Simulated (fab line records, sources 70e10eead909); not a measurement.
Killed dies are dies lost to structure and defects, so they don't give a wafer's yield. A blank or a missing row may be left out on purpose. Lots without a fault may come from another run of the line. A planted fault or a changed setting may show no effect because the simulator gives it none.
Chamber matching | flow nand_harc | NHARC_A_CONTACT_ETCH_98 on rie_diel-10: 4 sister chambers
The step etches the open film in C4F6/O2, target depth 20 nm, time 10 s. 4 wafers are shown with their chamber, then 10 later ones without.

WAFERS WITH THEIR CHAMBER
wafer  | chamber | showerhead_plenum_p_Torr (Torr)
L313.1 | 1       | 3.65
L314.5 | 0       | 4.10
L317.3 | 3       | 3.93
L317.5 | 2       | 3.96

WAFERS WITHOUT THEIR CHAMBER
wafer  | showerhead_plenum_p_Torr (Torr)
L317.6 | 3.93
L323.1 | 3.96
L323.3 | 3.96
L323.6 | 4.09
L330.1 | 3.92
L330.2 | 3.95
L330.3 | 4.21
L331.1 | 4.21
L331.5 | 4.21
L331.6 | 3.95

WHICH CHAMBER EACH WENT THROUGH
wafer  | from the rows above     | in truth
L317.6 | can't be placed: 3 or 2 | 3
L323.1 | can't be placed: 2 or 3 | 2
L323.3 | can't be placed: 2 or 3 | 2
L323.6 | can't be placed: 0 or 2 | 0
L330.1 | can't be placed: 3 or 2 | 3
L330.2 | can't be placed: 2 or 3 | 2
L330.3 | 0                       | 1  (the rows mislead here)
L331.1 | 0                       | 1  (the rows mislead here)
L331.5 | 0                       | 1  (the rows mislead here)
L331.6 | can't be placed: 2 or 3 | 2
Placed correctly: 0 of 10. Can't be placed from these rows: 7 (the true chamber is among the candidates in 7). Placed wrongly: 3.
How it was worked out, from the rows above alone: a wafer's distance from a chamber is the root of the sum, over the readings, of the square of ((its reading less the chamber's mean) divided by the reading's scatter). The wafer belongs to the nearest chamber; if the next one is less than 2 further off, it can't be placed. A chamber's mean is the mean of its shown wafers. The scatter: with one shown wafer a chamber, the root of the mean of the squares of how far each hidden wafer lies from its nearest shown one.
